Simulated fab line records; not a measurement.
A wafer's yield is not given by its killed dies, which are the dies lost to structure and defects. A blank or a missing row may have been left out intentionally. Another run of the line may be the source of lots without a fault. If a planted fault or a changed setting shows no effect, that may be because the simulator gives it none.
fab line records	flow nandHarc	part 2 of 2: steps 5 to 6 of 6
record: lots: 21	wafers: 63	lastDay: 24
route steps=1159 shown A_SGD_CUT@763 A_SLIT@795 A_WL_FILL@811
lots that met no fault: from a run of the same line without faults
startH: hours from the record's first day to the start of the lot's first wafer shown	waitH: time in hours since the lot's previous step	" repeats the value in the row above	L1.1+2: a row that stands for several wafers	- no value, or no start given	* or withheld: withheld	< > ~ a bound
route shown NAME@n: names a module that has steps shown in the file, with the first one's number in the route	usual: the fault-free wafers' mean and standard deviation	same: alike in all rows	chamber/n: place in a boat	sites: readings site by site	_std_site: standard deviation of those values	_edge_site: mean of outer sites minus mean of inner sites	radiusMm: how far each site lies from the wafer's centre	mask NAME#n: copy n	behind: tool/chamber where the wafer was last shaped	hold: what put the lot on hold/how long, in hours/how the hold closed	device: the n, p or np transistor that did not switch	end of line: tests run on the same wafers once the route is complete	where a step has no rows: the recipe by itself	killed: at the first sort, the dies lost to defects and structure; wafer yield is something else	map: a wafer's dies, x killed, . not, _ none there
set.NAME: the setting as run; set.NAME@STEP: as run at that earlier step	model.NAME: the simulator's own value behind a step, which no gauge read
the route's steps for a sample of lots (tables are steps, rows are wafers)
services: from which hour (startH, from the record's first day; less than 0 if before it) a tool's chamber was out of use, for how many hours, and why
== steps ==
step: NHARC_A_WL_FILL_ETCHBACK_16
recipe: targetDepthA: 880	timeS: 17.6	c4f8FlowSccm: withheld	o2FlowSccm: 8	arFlowSccm: withheld	rfW: 600	biasW: 800	chemistry: C4F8/O2/Ar
usual: oesProductAu: 0.984/0.026	rfFwdPowerW: 589/3.1	rfVppV: 722/3.3
lot.wafer	tool	chamber	startH	waitH	oesProductAu	rfFwdPowerW	rfHoursCounterH	rfVppV
L074.3	rieDiel-10	2	-	-	1.002	593	0	719
L074.2	"	1	"	"	1.003	590	0	721
L074.5	"	2	"	"	1.005	594	-	720
L077.4	rieDiel-09	3	-	-	0.992	589	4	718
L077.2	"	1	"	"	0.999	588	4	728
L077.3	"	2	"	"	1.000	590	4	719
L076.1	rieDiel-03	2	-	-	1.006	588	11	725
L076.2	"	3	"	"	0.995	592	10	727
L076.6	"	1	"	"	0.985	587	-	724
L078.1	rieDiel-10	2	-	-	1.008	593	0	720
L078.3	"	3	"	"	0.983	585	0	718
L078.2	"	1	"	"	1.006	589	0	721
L081.3	rieDiel-03	2	-	-	0.999	586	11	724
L081.2	"	3	"	"	0.991	588	10	726
L081.5	"	3	"	"	0.989	587	-	725
L079.4	rieDiel-10	2	-	-	0.959	593	0	720
L079.2	"	3	"	"	0.962	588	1	716
L079.3	"	0	"	"	0.980	586	0	723
L083.2	rieDiel-09	0	-	-	0.926	593	5	722
L083.3	"	2	"	"	0.928	588	5	720
L083.4	"	2	"	"	0.927	590	-	719
L082.2	rieDiel-03	1	-	-	1.000	584	1	722
L082.3	"	3	"	"	0.991	591	-	725
L082.5	"	3	"	"	1.000	593	-	727
L084.1	rieDiel-10	0	-	-	0.977	584	1	722
L084.2	"	1	"	"	0.972	593	1	721
L084.6	"	2	"	"	0.975	592	-	719
L085.2	rieDiel-03	3	-	-	1.001	590	3	728
L085.3	"	1	"	"	0.993	591	3	724
L085.5	"	3	"	"	0.993	592	-	726
L086.3	rieDiel-03	1	-	-	0.997	586	4	722
L086.5	"	3	"	"	1.000	591	-	727
L086.6	"	1	"	"	0.993	585	-	725
L087.3	rieDiel-10	0	-	-	0.993	586	2	723
L087.2	"	1	"	"	0.983	594	2	721
L087.5	"	0	"	"	0.992	586	-	723
L090.1	rieDiel-10	2	-	-	0.992	589	2	721
L090.6	"	0	"	"	0.995	587	-	724
L090.5	"	1	"	"	0.988	592	-	723
L089.3	rieDiel-03	2	-	-	0.918	590	3	724
L089.1	"	3	"	"	0.919	587	5	728
L089.2	"	1	"	"	0.904	585	5	724
L091.2	rieDiel-09	2	-	-	0.998	588	0	719
L091.6	"	3	"	"	0.991	589	-	717
L091.5	"	0	"	"	1.002	591	-	723
L094.3	rieDiel-03	1	-	-	0.983	584	6	722
L094.2	"	2	"	"	0.997	593	4	724
L094.6	"	1	"	"	0.984	587	-	724
L092.4	rieDiel-03	1	-	-	1.012	585	6	725
L092.1	"	2	"	"	1.007	589	4	723
L092.2	"	3	"	"	1.000	592	6	727
L093.3	rieDiel-09	1	-	-	0.924	590	1	729
L093.6	"	1	"	"	0.925	591	-	726
L093.5	"	2	"	"	0.931	588	-	719
L097.1	rieDiel-10	2	-	-	1.004	594	3	720
L097.4	"	3	"	"	0.996	584	3	718
L097.2	"	1	"	"	0.998	594	3	723
L096.2	rieDiel-09	0	-	-	0.997	595	1	721
L096.3	"	2	"	"	0.984	588	1	717
L096.6	"	3	"	"	0.993	587	-	715
L095.1	rieDiel-09	1	-	-	0.998	587	1	727
L095.2	"	2	"	"	0.997	587	1	717
L095.5	"	0	"	"	1.001	591	-	721
step: NHARC_A_WL_FILL_CMP_12
recipe: tOverpolishS: 30	targetThkNm: 75
usual: edgeZonePressureFrac: 1.000/0.0048	motorCurrentA: 12.0/0.82	overpolishRunS: 30.000/0.0092	timeToEndpointS: 14.0/1.9
lot.wafer	tool	chamber	startH	waitH	edgeZonePressureFrac	motorCurrentA	overpolishRunS	timeToEndpointS
L074.3	cmp-03	3	376.29	2.2	1.001	12.1	29.998	14.9
L074.2	"	1	"	"	0.996	11.7	30.003	15.5
L074.5	"	3	"	"	0.997	11.9	30.014	14.9
L077.4	cmp-03	3	381.24	2.1	1.000	12.6	30.009	12.4
L077.3	"	1	"	"	0.995	11.4	30.001	17.7
L077.2	"	2	"	"	0.998	11.7	30.004	18.3
L076.1	cmp-01	0	381.49	3.7	1.003	10.8	29.992	14.6
L076.2	"	1	"	"	0.997	11.8	30.000	11.5
L076.6	"	0	"	"	0.996	11.8	30.002	15.4
L078.3	cmp-03	1	390.55	2.2	1.008	10.8	29.992	15.6
L078.2	"	3	"	"	0.996	13.0	29.998	14.0
L078.1	"	0	"	"	1.006	12.4	30.004	13.9
L081.3	cmp-01	1	402.39	2.2	1.004	12.2	29.983	14.3
L081.2	"	3	"	"	1.010	11.6	29.986	11.7
L081.5	"	1	"	"	1.001	11.3	30.003	12.9
L079.4	cmp-02	1	410.77	2.2	0.996	12.3	29.995	9.6
L079.2	"	3	"	"	0.995	11.5	30.012	11.2
L079.3	"	0	"	"	1.010	13.6	29.999	11.6
L083.3	cmp-02	3	419.32	2.8	0.993	12.3	29.998	11.4
L083.4	"	1	"	"	0.999	12.7	29.982	14.6
L083.2	"	2	"	"	0.999	10.4	29.991	13.3
L082.3	cmp-02	0	419.87	2.9	0.999	14.0	29.998	16.2
L082.2	"	1	"	"	1.000	12.6	29.998	13.8
L082.5	"	2	"	"	1.002	11.1	30.010	13.3
L084.1	cmp-01	2	428.62	4.3	1.000	12.0	30.003	17.4
L084.2	"	0	"	"	0.998	11.5	29.994	13.8
L084.6	"	2	"	"	1.003	11.4	30.000	15.9
L085.2	cmp-03	2	435.95	4.3	1.003	11.7	29.979	13.9
L085.3	"	3	"	"	1.004	12.9	29.991	11.4
L085.5	"	0	"	"	1.009	13.4	29.994	12.6
L087.2	cmp-02	2	444.86	3.6	1.003	10.5	29.993	15.0
L087.3	"	0	"	"	1.008	14.2	29.988	13.2
L087.5	"	2	"	"	1.001	11.0	30.006	12.9
L086.3	cmp-03	1	444.95	2.9	1.007	11.1	29.986	13.0
L086.5	"	0	"	"	1.000	12.8	30.000	11.9
L086.6	"	1	"	"	0.996	11.2	29.973	12.5
L089.3	cmp-01	3	463.43	2.9	1.002	11.7	30.019	14.0
L089.2	"	0	"	"	0.996	11.3	29.999	14.4
L089.1	"	1	"	"	0.994	11.9	30.008	13.6
L090.1	cmp-02	2	463.44	3.7	0.998	10.9	30.005	18.7
L090.5	"	3	"	"	0.997	11.0	30.008	14.8
L090.6	"	0	"	"	0.997	14.0	30.006	17.8
L091.2	cmp-03	3	474.95	3.7	1.003	12.8	30.000	11.3
L091.5	"	0	"	"	1.007	13.3	30.016	14.7
L091.6	"	1	"	"	1.003	11.5	29.979	16.8
L094.3	cmp-03	3	477.25	2.2	0.993	12.3	30.007	11.6
L094.2	"	0	"	"	1.003	13.5	29.996	14.8
L094.6	"	3	"	"	0.999	11.8	29.999	11.1
L092.2	cmp-03	1	482.36	3.6	1.009	11.6	29.987	15.5
L092.4	"	2	"	"	1.005	11.5	29.991	13.8
L092.1	"	3	"	"	1.006	12.3	29.998	15.0
L093.3	cmp-03	1	486.76	2.2	0.999	11.3	30.011	14.9
L093.6	"	3	"	"	0.994	12.0	30.010	14.9
L093.5	"	0	"	"	0.999	12.0	30.002	13.1
L096.3	cmp-01	0	496.37	2.2	1.003	11.5	29.990	12.6
L096.2	"	1	"	"	0.997	11.4	29.997	13.7
L096.6	"	2	"	"	1.006	12.1	30.006	13.4
L097.2	cmp-01	3	497.38	4.4	1.003	11.3	29.997	11.9
L097.1	"	0	"	"	1.004	11.7	30.016	14.6
L097.4	"	1	"	"	1.002	11.7	30.009	14.6
L095.1	cmp-01	0	500.62	3.6	1.006	11.4	30.005	14.1
L095.2	"	1	"	"	1.010	12.0	30.010	12.1
L095.5	"	3	"	"	1.001	11.6	29.993	10.6
== services ==
tool	chamber	startH	hours	kind
rieDiel-13	2	300.98	4.1	repair
rieDiel-08	-	301.80	9.0	pm
aldMetal-03	3	306.06	12.7	repair
cmp-03	-	314.90	1.3	repair
cmp-03	-	317.03	1.9	repair
aldMetal-03	-	322.06	10.0	pm
rieDiel-03	0	331.52	132.0	repair
rieDiel-07	2	343.14	2.7	repair
rieDiel-03	1	351.85	5.0	repair
cmp-03	-	353.48	4.0	pm
aldMetal-03	-	357.83	0.6	repair
cmp-03	-	366.58	0.4	repair
rieDiel-13	1	386.70	11.2	repair
rieDiel-07	-	405.20	9.0	pm
rieDiel-08	3	431.68	15.6	repair
rieDiel-07	0	432.15	26.6	repair
cmp-03	-	440.93	2.2	repair
rieDiel-13	-	445.81	0.5	repair
cmp-03	-	451.48	4.0	pm
rieDiel-13	-	453.00	9.0	pm
rieDiel-07	-	478.60	0.2	repair
rieDiel-08	-	478.80	9.0	pm
rieDiel-07	2	496.16	5.7	repair
aldMetal-03	-	500.06	10.0	pm
